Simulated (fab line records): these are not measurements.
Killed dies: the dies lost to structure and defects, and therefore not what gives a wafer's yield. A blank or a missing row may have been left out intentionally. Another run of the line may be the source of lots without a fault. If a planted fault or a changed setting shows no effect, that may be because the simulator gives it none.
fab line records    flow n5-finfet
record lots=11  wafers=29  last-day=18
route steps=1938 shown PMOS_HMC_CHANNEL_EPI@89 FIN_SAQP@102 BEOL_M4@1111
lots that met no fault: taken from a fault-free run of the same line
start-h: hours from the record's opening day to when the first of the lot's shown wafers began    wait-h: hours from the lot's prior step to this one    " repeats the value in the row above    L1.1+2: several wafers, shown together as one row    - either no value or no given start    * or withheld: withheld    < > ~ a bound
route shown NAME@n: names a module that has steps shown in the file, with the first one's number in the route    usual: the fault-free wafers' mean and standard deviation    same: alike in all rows    chamber/n: place in a boat    sites: each site's reading    _std_site: their standard deviation    _edge_site: mean of outer sites minus mean of inner sites    radius-mm: for every site, how far away it sits from the centre of the wafer    mask NAME#n: copy n    behind: the tool/chamber that last shaped the wafer    hold: reason for holding the lot/hours on hold/outcome of the hold    device: names the non-switching transistor (n, p or np)    end of line: the same wafers' tests at the end of the route    a step with no rows: only its recipe    killed: not the wafer's yield, but the dies lost to structure and defects at the first sort    map: a wafer's dies, x killed, . not, _ none there
set.NAME: the setting that was run; set.NAME@STEP: the one run at that earlier step    model.NAME: the simulator's own value behind a step, which no gauge read
route steps across a sampled set of lots; one table per step, one row per wafer
services: a tool's chamber out of use, with start hour (start-h, from the record's first day; less than 0 if before it), hours out, and reason
## steps
# step N5_PMOS_HMC_CHANNEL_EPI_INSPECT_30
# recipe inspect-instrument=darkfield  mode=post-epi
# usual raw-defect-count=20/7.2
lot.wafer  tool               chamber  start-h  wait-h  raw-defect-count
L313.1     defect-inspect-01  -        19.92    0.0     22
L313.5     "                  -        "        "       11
L313.6     "                  -        "        "       30
L314.2     defect-inspect-02  -        26.07    0.0     26
L314.5     "                  -        "        "       21
L314.6     "                  -        "        "       35
L315.4     defect-inspect-02  -        32.39    0.0     48
L315.5     "                  -        "        "       23
L315.6     "                  -        "        "       30
L316.1     defect-inspect-02  -        38.02    0.0     20
L316.3     "                  -        "        "       13
L316.6     "                  -        "        "       17
L317.4     defect-inspect-02  -        44.27    0.0     20
L317.5     "                  -        "        "       14
L317.6     "                  -        "        "       14
L320.2     defect-inspect-01  -        62.43    0.0     16
L320.3     "                  -        "        "       25
L320.5     "                  -        "        "       12
L323.1     defect-inspect-01  -        80.86    0.0     25
L323.4     "                  -        "        "       22
L323.6     "                  -        "        "       20
L328.3     defect-inspect-02  -        110.24   0.0     12
L328.4     "                  -        "        "       23
L332.5     defect-inspect-02  -        135.10   0.0     31
L332.6     "                  -        "        "       26
L333.2     defect-inspect-02  -        140.61   0.0     11
L333.5     "                  -        "        "       18
L334.1     defect-inspect-01  -        146.36   0.0     16
L334.4     "                  -        "        "       16
# step N5_FIN_SAQP_HM_DEP_72
# recipe material=SiO2  target-thk-a=120  temp-c=400  precursor=SiH4/N2O  pressure-torr=0.75  rf-w=275  time-s=7.2
# usual heater-power-w=775/120  showerhead-plenum-p-Torr=8.05/0.16
lot.wafer  tool      chamber  start-h  wait-h  heater-power-w  showerhead-plenum-p-Torr
L313.1     pecvd-01  0        20.89    0.0     686             8.04
L313.5     "         1        "        "       655             8.16
L313.6     "         0        "        "       679             8.03
L314.2     pecvd-01  1        27.20    0.0     612             8.18
L314.5     "         2        "        "       899             7.78
L314.6     "         1        "        "       615             8.17
L315.4     pecvd-04  0        33.43    0.1     859             8.14
L315.5     "         1        "        "       718             8.18
L315.6     "         0        "        "       822             8.16
L316.1     pecvd-01  2        38.98    0.0     880             7.77
L316.3     "         0        "        "       713             8.04
L316.6     "         2        "        "       879             7.77
L317.4     pecvd-01  0        45.35    0.1     779             8.04
L317.5     "         2        "        "       919             7.81
L317.6     "         1        "        "       629             8.16
L320.2     pecvd-01  2        63.31    0.0     797             7.80
L320.3     "         1        "        "       647             8.17
L320.5     "         0        "        "       732             8.04
L323.1     pecvd-01  2        81.82    0.0     896             7.78
L323.4     "         2        "        "       889             7.78
L323.6     "         1        "        "       543             8.18
L328.3     pecvd-04  1        111.23   0.0     670             8.18
L328.4     "         2        "        "       676             8.23
L332.5     pecvd-01  2        136.12   0.1     896             7.77
L332.6     "         1        "        "       597             8.17
L333.2     pecvd-01  0        141.52   0.0     797             8.04
L333.5     "         0        "        "       778             8.01
L334.1     pecvd-01  2        147.26   0.0     882             7.80
L334.4     "         2        "        "       882             7.81
# step N5_FIN_SAQP_CD_MEAS_16
# recipe target-cd-nm=35.6  landing-energy-ev=500  detector=se-inlens
# usual cd-nm=35.5/0.41
lot.wafer  tool       chamber  start-h  wait-h  cd-nm
L313.1     cd-sem-01  0        21.34    -       35.9
L313.5     "          0        "        "       35.6
L313.6     "          0        "        "       35.4
L314.2     cd-sem-02  0        27.52    -       35.2
L314.5     "          0        "        "       35.7
L314.6     "          0        "        "       35.4
L315.4     cd-sem-01  0        33.88    -       34.6
L315.5     "          0        "        "       35.2
L315.6     "          0        "        "       34.7
L316.1     cd-sem-01  0        39.43    -       35.7
L316.3     "          0        "        "       35.7
L316.6     "          0        "        "       35.6
L317.4     cd-sem-01  0        45.79    -       35.6
L317.5     "          0        "        "       35.2
L317.6     "          0        "        "       35.2
L320.2     cd-sem-02  0        63.75    -       35.3
L320.3     "          0        "        "       35.4
L320.5     "          0        "        "       36.0
L323.1     cd-sem-02  0        82.27    -       36.0
L323.4     "          0        "        "       34.9
L323.6     "          0        "        "       35.4
L328.3     cd-sem-01  0        111.57   -       35.7
L328.4     "          0        "        "       35.1
L332.5     cd-sem-01  0        136.56   -       35.6
L332.6     "          0        "        "       35.3
L333.2     cd-sem-02  0        141.85   -       35.0
L333.5     "          0        "        "       35.3
L334.1     cd-sem-02  0        147.70   -       35.8
L334.4     "          0        "        "       35.7
# step N5_FIN_SAQP_MANDREL_ETCH_22
# recipe target-depth-a=600  chemistry=HBr/Cl2  target=a-Si  stop-on=SiNx  bt-time-s=10  over-etch-frac=0.5  time-s=30  pressure-mtorr=10  icp-w=800  bias-w=75  HBr_flow_sccm=150  Cl2_flow_sccm=80  ends=end-point
# usual drypump-motor-current-A=5.4/0.38  oes-product-au=0.765/0.017  over-etch-frac=0.5/0  throttle-valve-pct=35.6/0.42
lot.wafer  tool       chamber  start-h  wait-h  drypump-motor-current-A  oes-product-au  over-etch-frac  rf-hours-counter-h  throttle-valve-pct
L313.1     rie-si-02  1        21.72    0.0     5.3                      0.770           0.5             122                 35.6
L313.5     "          1        "        "       5.3                      0.781           0.5             -                   35.6
L313.6     "          2        "        "       5.2                      0.779           0.5             -                   36.0
L314.2     rie-si-02  3        27.90    0.0     5.8                      0.721           0.5             152                 35.4
L314.5     "          3        "        "       5.8                      0.736           0.5             -                   35.4
L314.6     "          2        "        "       5.2                      0.770           0.5             -                   36.0
L315.4     rie-si-03  1        34.26    0.0     5.2                      0.751           0.5             122                 35.4
L315.5     "          3        "        "       5.5                      0.793           0.5             -                   35.7
L315.6     "          0        "        "       5.6                      0.761           0.5             -                   34.8
L316.1     rie-si-03  1        39.95    0.0     5.2                      0.758           0.5             122                 35.4
L316.3     "          0        "        "       5.6                      0.790           0.5             60                  34.8
L316.6     "          3        "        "       5.5                      0.803           0.5             -                   35.7
L317.4     rie-si-01  1        46.16    0.0     5.8                      0.765           0.5             111                 35.7
L317.5     "          0        "        "       6.6                      0.769           0.5             -                   35.8
L317.6     "          3        "        "       5.4                      0.761           0.5             -                   35.1
L320.2     rie-si-03  2        64.13    0.0     4.9                      0.752           0.55452         196                 36.4
L320.3     "          1        "        "       5.2                      0.747           0.55452         123                 35.4
L320.5     "          2        "        "       4.9                      0.767           0.55452         -                   36.4
L323.1     rie-si-03  0        82.65    0.0     5.6                      0.736           0.55452         61                  34.9
L323.4     "          1        "        "       5.2                      0.720           0.55452         123                 35.5
L323.6     "          3        "        "       5.5                      0.777           0.55452         -                   35.8
L328.3     rie-si-01  2        112.42   0.0     4.9                      0.741           0.5             144                 35.7
L328.4     "          1        "        "       5.8                      0.754           0.5             113                 35.7
L332.5     rie-si-03  1        136.97   0.1     5.2                      0.759           0.5             -                   35.4
L332.6     "          0        "        "       5.6                      0.789           0.5             -                   34.8
L333.2     rie-si-03  1        142.23   0.0     5.2                      0.756           0.5             124                 35.4
L333.5     "          0        "        "       5.6                      0.788           0.5             -                   34.8
L334.1     rie-si-01  0        148.09   0.0     6.6                      0.766           0.5             8                   35.8
L334.4     "          2        "        "       4.9                      0.761           0.5             145                 35.7
# step N5_BEOL_M4_RC_MEAS_101
# usual DIBL_N=36.5/2.2  DIBL_P=36.9/2.9  IOFF_N=0.17/0.044  IOFF_P=0.22/0.052  ION_N=671/16  ION_P=461/10  SS_N=71.6/0.73  SS_P=73.5/0.79  VT_N=250/4.1  VT_P=-250/4.1
lot.wafer  tool       chamber  start-h  wait-h  DIBL_N[mV/V]  DIBL_P[mV/V]  IOFF_N[nA/um]  IOFF_P[nA/um]  ION_N[uA/um]  ION_P[uA/um]  SS_N[mV/dec]  SS_P[mV/dec]  VT_N[mV]  VT_P[mV]
L313.1     prober-01  0        178.63   0.0     34.2          34.7          0.12           0.16           667           455           70.9          72.1          253       -255
L313.5     "          0        "        "       35.1          37.1          0.13           0.19           674           463           71.0          72.9          252       -254
L313.6     "          0        "        "       32.4          30.0          0.09           0.10           647           440           70.4          71.1          260       -262
L314.2     prober-02  0        196.53   0.2     35.9          36.2          0.15           0.21           666           459           70.7          73.0          249       -249
L314.5     "          0        "        "       36.7          36.3          0.15           0.20           656           453           71.3          73.7          250       -252
L314.6     "          0        "        "       35.2          36.0          0.14           0.21           664           461           71.9          73.2          253       -248
L315.4     prober-01  0        203.46   0.5     34.2          34.5          0.11           0.18           655           451           71.1          72.1          258       -254
L315.5     "          0        "        "       37.0          38.1          0.16           0.22           655           448           72.2          73.3          250       -252
L315.6     "          0        "        "       35.7          37.1          0.13           0.21           668           463           71.2          72.9          252       -251
L316.1     prober-01  0        207.00   0.0     37.2          35.2          0.16           0.19           653           439           72.2          72.8          253       -253
L316.3     "          0        "        "       35.6          36.2          0.14           0.22           658           462           71.2          72.7          254       -250
L316.6     "          0        "        "       36.1          35.9          0.15           0.22           670           457           71.4          73.2          253       -251
L317.4     prober-02  0        209.55   0.5     35.4          33.8          0.14           0.16           645           443           71.9          72.2          251       -253
L317.5     "          0        "        "       36.6          36.8          0.15           0.21           653           449           72.1          73.5          252       -249
L317.6     "          0        "        "       31.5          31.6          0.09           0.14           640           446           70.9          71.8          257       -253
L320.2     prober-01  0        219.46   0.2     37.2          36.5          0.16           0.25           671           462           71.9          73.6          252       -246
L320.3     "          0        "        "       33.1          31.3          0.11           0.18           648           447           71.2          73.2          255       -248
L320.5     "          0        "        "       36.8          36.6          0.16           0.24           660           462           71.2          73.8          250       -247
L323.1     prober-02  0        252.78   0.0     36.4          37.6          0.18           0.21           671           452           71.5          73.4          247       -252
L323.4     "          0        "        "       36.7          38.7          0.16           0.23           677           466           71.2          74.4          246       -249
L323.6     "          0        "        "       37.2          40.4          0.22           0.25           709           475           71.3          73.4          243       -247
L328.3     prober-01  0        291.50   0.6     38.2          39.8          0.20           0.25           684           468           72.4          73.7          249       -249
L328.4     "          0        "        "       37.5          38.9          0.18           0.24           670           459           72.2          73.6          249       -251
L332.5     prober-02  0        297.47   0.6     34.6          34.3          0.13           0.16           652           445           71.5          72.7          253       -253
L332.6     "          0        "        "       36.5          37.3          0.18           0.20           669           453           71.7          73.7          245       -250
L333.2     prober-02  0        315.73   0.2     35.1          34.2          0.16           0.24           682           478           71.1          72.9          251       -243
L333.5     "          0        "        "       40.6          41.2          0.31           0.38           707           487           72.5          74.8          241       -238
L334.1     prober-02  0        318.22   0.0     38.1          37.4          0.16           0.24           648           447           71.6          74.0          252       -250
L334.4     "          0        "        "       36.0          34.1          0.12           0.16           654           448           71.5          72.8          256       -254
## services
tool       chamber  start-h  hours  kind
rie-si-03  -        2.98     0.4    repair
rie-si-02  1        4.82     7.5    repair
pecvd-04   0        6.16     5.5    scheduled-down
pecvd-04   2        21.12    -      clean
pecvd-04   2        21.12    -      consumable-replace:showerhead
pecvd-04   2        21.12    29.0   scheduled-down
pecvd-04   2        21.12    29.0   vent-cycle
pecvd-01   0        51.20    3.6    repair
pecvd-04   2        96.11    9.0    repair
rie-si-03  2        105.92   3.8    repair
rie-si-03  2        123.05   -      clean
rie-si-03  2        123.05   16.0   scheduled-down
rie-si-03  2        123.05   16.0   vent-cycle
pecvd-04   -        125.96   1.0    repair
## key
first-sign step=N5_FIN_SAQP_MANDREL_ETCH_22  reading=over-etch-frac  direction=up  sigmas=99+  usual=0.5  struck=0.55452
effect none on later readings
met-at N5_FIN_SAQP_MANDREL_ETCH_22
struck-lots L320,L323
not-acting-at N5_PMOS_HMC_CHANNEL_EPI_INSPECT_30,N5_FIN_SAQP_HM_DEP_72,N5_FIN_SAQP_CD_MEAS_16
onset-between 39.95 64.13
fault kind=process-parameter-drift  tool=rie-si-03  chamber=-  onset-h=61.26  steps=N5_FIN_SAQP_MANDREL_ETCH_22  channel=over-etch-frac  offset=0.054525  shape=step  end-h=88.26  acts-in=these-recipes-only  stated=0.5
